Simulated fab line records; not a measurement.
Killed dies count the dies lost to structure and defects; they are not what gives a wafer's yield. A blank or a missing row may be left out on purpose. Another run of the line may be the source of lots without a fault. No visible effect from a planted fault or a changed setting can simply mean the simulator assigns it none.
Split-lot study / flow n5Finfet / 7 lots, 21 wafers read, on a route of 1938 steps

ON THE SPLIT
At N5_BEOL_M8_COAT_63 (time 60 s, resist thk 60 nm), the setting spinRpm was moved away from the recipe's 1500 rpm on 11 of the 21 wafers read, by -4.1% to +11.0%. For the rest of the wafers, this setting stayed at what the recipe calls for.

Reading taken at the split's own step.

THE READING
SOC_of_BEOL_M8_COAT_63.thkNm (the simulator's own value, which no gauge read), in nm, at N5_BEOL_M8_COAT_63 (time 60 s, resist thk 60 nm). The file does not state a usual value for it. The 10 wafers here that ran the recipe average 60.2 nm, standard deviation 0.22 nm.

wafer=L078.1; tool, chamber at the split=lithoTrack-02, 0; spinRpm as run, rpm=1439; against the recipe=-4.1%; SOC_of_BEOL_M8_COAT_63.thkNm, nm=61.2; against lot-mates on the recipe=+1.4
wafer=L078.2; tool, chamber at the split=lithoTrack-02, 0; spinRpm as run, rpm=1439; against the recipe=-4.1%; SOC_of_BEOL_M8_COAT_63.thkNm, nm=61.2; against lot-mates on the recipe=+1.4
wafer=L078.4; tool, chamber at the split=lithoTrack-02, 0; spinRpm as run, rpm=1500; against the recipe=recipe; SOC_of_BEOL_M8_COAT_63.thkNm, nm=59.8; against lot-mates on the recipe=-
wafer=L077.1; tool, chamber at the split=lithoTrack-04, 0; spinRpm as run, rpm=1440; against the recipe=-4.0%; SOC_of_BEOL_M8_COAT_63.thkNm, nm=61.2; against lot-mates on the recipe=no lot-mate on the recipe
wafer=L077.4; tool, chamber at the split=lithoTrack-04, 0; spinRpm as run, rpm=1440; against the recipe=-4.0%; SOC_of_BEOL_M8_COAT_63.thkNm, nm=61.2; against lot-mates on the recipe=no lot-mate on the recipe
wafer=L077.3; tool, chamber at the split=lithoTrack-04, 0; spinRpm as run, rpm=1440; against the recipe=-4.0%; SOC_of_BEOL_M8_COAT_63.thkNm, nm=61; against lot-mates on the recipe=no lot-mate on the recipe
wafer=L079.1; tool, chamber at the split=lithoTrack-04, 0; spinRpm as run, rpm=1618; against the recipe=+7.9%; SOC_of_BEOL_M8_COAT_63.thkNm, nm=57.6; against lot-mates on the recipe=no lot-mate on the recipe
wafer=L079.6; tool, chamber at the split=lithoTrack-04, 0; spinRpm as run, rpm=1618; against the recipe=+7.9%; SOC_of_BEOL_M8_COAT_63.thkNm, nm=57.6; against lot-mates on the recipe=no lot-mate on the recipe
wafer=L079.2; tool, chamber at the split=lithoTrack-04, 0; spinRpm as run, rpm=1618; against the recipe=+7.9%; SOC_of_BEOL_M8_COAT_63.thkNm, nm=57.8; against lot-mates on the recipe=no lot-mate on the recipe
wafer=L082.2; tool, chamber at the split=lithoTrack-01, 0; spinRpm as run, rpm=1500; against the recipe=recipe; SOC_of_BEOL_M8_COAT_63.thkNm, nm=60.4; against lot-mates on the recipe=-
wafer=L082.4; tool, chamber at the split=lithoTrack-01, 0; spinRpm as run, rpm=1500; against the recipe=recipe; SOC_of_BEOL_M8_COAT_63.thkNm, nm=60.4; against lot-mates on the recipe=-
wafer=L082.5; tool, chamber at the split=lithoTrack-01, 0; spinRpm as run, rpm=1500; against the recipe=recipe; SOC_of_BEOL_M8_COAT_63.thkNm, nm=60.4; against lot-mates on the recipe=-
wafer=L083.1; tool, chamber at the split=lithoTrack-02, 0; spinRpm as run, rpm=1500; against the recipe=recipe; SOC_of_BEOL_M8_COAT_63.thkNm, nm=60.2; against lot-mates on the recipe=-
wafer=L083.2; tool, chamber at the split=lithoTrack-02, 0; spinRpm as run, rpm=1500; against the recipe=recipe; SOC_of_BEOL_M8_COAT_63.thkNm, nm=59.8; against lot-mates on the recipe=-
wafer=L083.6; tool, chamber at the split=lithoTrack-02, 0; spinRpm as run, rpm=1565; against the recipe=+4.3%; SOC_of_BEOL_M8_COAT_63.thkNm, nm=58.8; against lot-mates on the recipe=-1.2
wafer=L087.1; tool, chamber at the split=lithoTrack-01, 0; spinRpm as run, rpm=1438; against the recipe=-4.1%; SOC_of_BEOL_M8_COAT_63.thkNm, nm=61.4; against lot-mates on the recipe=+1.2
wafer=L087.2; tool, chamber at the split=lithoTrack-01, 0; spinRpm as run, rpm=1500; against the recipe=recipe; SOC_of_BEOL_M8_COAT_63.thkNm, nm=60.2; against lot-mates on the recipe=-
wafer=L087.4; tool, chamber at the split=lithoTrack-01, 0; spinRpm as run, rpm=1500; against the recipe=recipe; SOC_of_BEOL_M8_COAT_63.thkNm, nm=60.2; against lot-mates on the recipe=-
wafer=L089.1; tool, chamber at the split=lithoTrack-02, 0; spinRpm as run, rpm=1500; against the recipe=recipe; SOC_of_BEOL_M8_COAT_63.thkNm, nm=60; against lot-mates on the recipe=-
wafer=L089.2; tool, chamber at the split=lithoTrack-02, 0; spinRpm as run, rpm=1665; against the recipe=+11.0%; SOC_of_BEOL_M8_COAT_63.thkNm, nm=57; against lot-mates on the recipe=-3.1
wafer=L089.4; tool, chamber at the split=lithoTrack-02, 0; spinRpm as run, rpm=1500; against the recipe=recipe; SOC_of_BEOL_M8_COAT_63.thkNm, nm=60.2; against lot-mates on the recipe=-

THE FIT
A straight line over all 21 wafers: SOC_of_BEOL_M8_COAT_63.thkNm changes by -0.292 nm for each +1% of spinRpm; r = -0.99; the points scatter about the line by 0.19 nm.
The same after taking each lot's own level away (the mean of its wafers on the recipe; 15 wafers): -0.294 nm for each +1%; r = -0.99; scatter 0.12 nm.
On that fit, the largest move of spinRpm shifts the reading by 3.2 nm.
The span of the lots' own levels, 59.80 to 60.40 nm, comes to 2.8 times the standard deviation stated above.
So the lot-to-lot level changes the slope little: the two slopes agree.
Check: -3.38 nm against its lot-mates is what the line predicts for one of the wafers moved furthest among these (+11.0%) when that wafer is left out of the fit. Against them it came out at -3.1 nm.

FURTHER SPLITS ON THESE WAFERS
Note: prior to the reading, these wafers also went through further splits. Each is held against what the fit with the lots' levels taken away leaves over:
other split on the same wafers=N5_BEOL_M4_COAT_22 spinRpm; wafers away from the commonest value=8; r with SOC_of_BEOL_M8_COAT_63.thkNm (lot level and that fit taken away)=-0.02
other split on the same wafers=N5_BEOL_M4_DESCUM_33 timeS; wafers away from the commonest value=8; r with SOC_of_BEOL_M8_COAT_63.thkNm (lot level and that fit taken away)=+0.15
other split on the same wafers=N5_BEOL_M5_COAT_59 spinRpm; wafers away from the commonest value=11; r with SOC_of_BEOL_M8_COAT_63.thkNm (lot level and that fit taken away)=-0.05
other split on the same wafers=N5_BEOL_M5_COAT_71 spinRpm; wafers away from the commonest value=9; r with SOC_of_BEOL_M8_COAT_63.thkNm (lot level and that fit taken away)=-0.05
other split on the same wafers=N5_BEOL_M6_ETCH_66 biasW; wafers away from the commonest value=8; r with SOC_of_BEOL_M8_COAT_63.thkNm (lot level and that fit taken away)=+0.50
other split on the same wafers=N5_BEOL_M8_ILD_DEP_00 timeS; wafers away from the commonest value=6; r with SOC_of_BEOL_M8_COAT_63.thkNm (lot level and that fit taken away)=+0.07

FILE'S OWN FIT
SOC_of_BEOL_M8_COAT_63.thkNm changes by -0.288 nm for each +1% of spinRpm, r = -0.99.
